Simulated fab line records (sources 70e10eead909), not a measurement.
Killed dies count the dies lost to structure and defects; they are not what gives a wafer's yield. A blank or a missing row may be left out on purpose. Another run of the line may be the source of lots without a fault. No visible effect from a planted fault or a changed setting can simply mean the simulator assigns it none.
Chamber matching -- flow nandHarc -- NHARC_P_ZERO_WELL_PRECLEAN_68 on wetBench-06: 6 sister chambers
The step cleans in SC1, time 60 s. 6 wafers are shown with their chamber, then 5 later ones without.

## EACH WAFER AND ITS CHAMBER
wafer,chamber,bathGuardTempC (C)
L939.6,5,50.3
L940.1,1,49.5
L943.3,4,50.0
L943.6,6,50.1
L946.1,0,50.1
L946.3,2,50.2

## WAFERS WITHOUT THEIR CHAMBER
wafer,bathGuardTempC (C)
L946.6,50.0
L953.2,49.6
L953.4,50.0
L954.2,50.0
L954.4,49.7

## WHICH CHAMBER EACH ONE RAN IN
wafer,from the rows above,in truth
L946.6,can't be placed: 4 or 0 or 6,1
L953.2,1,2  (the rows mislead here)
L953.4,can't be placed: 4 or 0 or 6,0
L954.2,can't be placed: 4 or 0 or 6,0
L954.4,can't be placed: 1 or 4 or 0 or 6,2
Correct placement for 0 of the 5. These rows do not allow placing 4 (true chamber among the candidates in 2). 1 placed wrongly.
How it was worked out, from the rows above alone: a wafer's distance from a chamber is the root of the sum, over the readings, of the square of ((its reading less the chamber's mean) divided by the reading's scatter). If the next closest chamber is less than 2 further off than the closest, the wafer can't be placed; otherwise it belongs to the closest. A chamber's mean is the mean of its shown wafers. The scatter: with one shown wafer a chamber, the root of the mean of the squares of how far each hidden wafer lies from its nearest shown one.
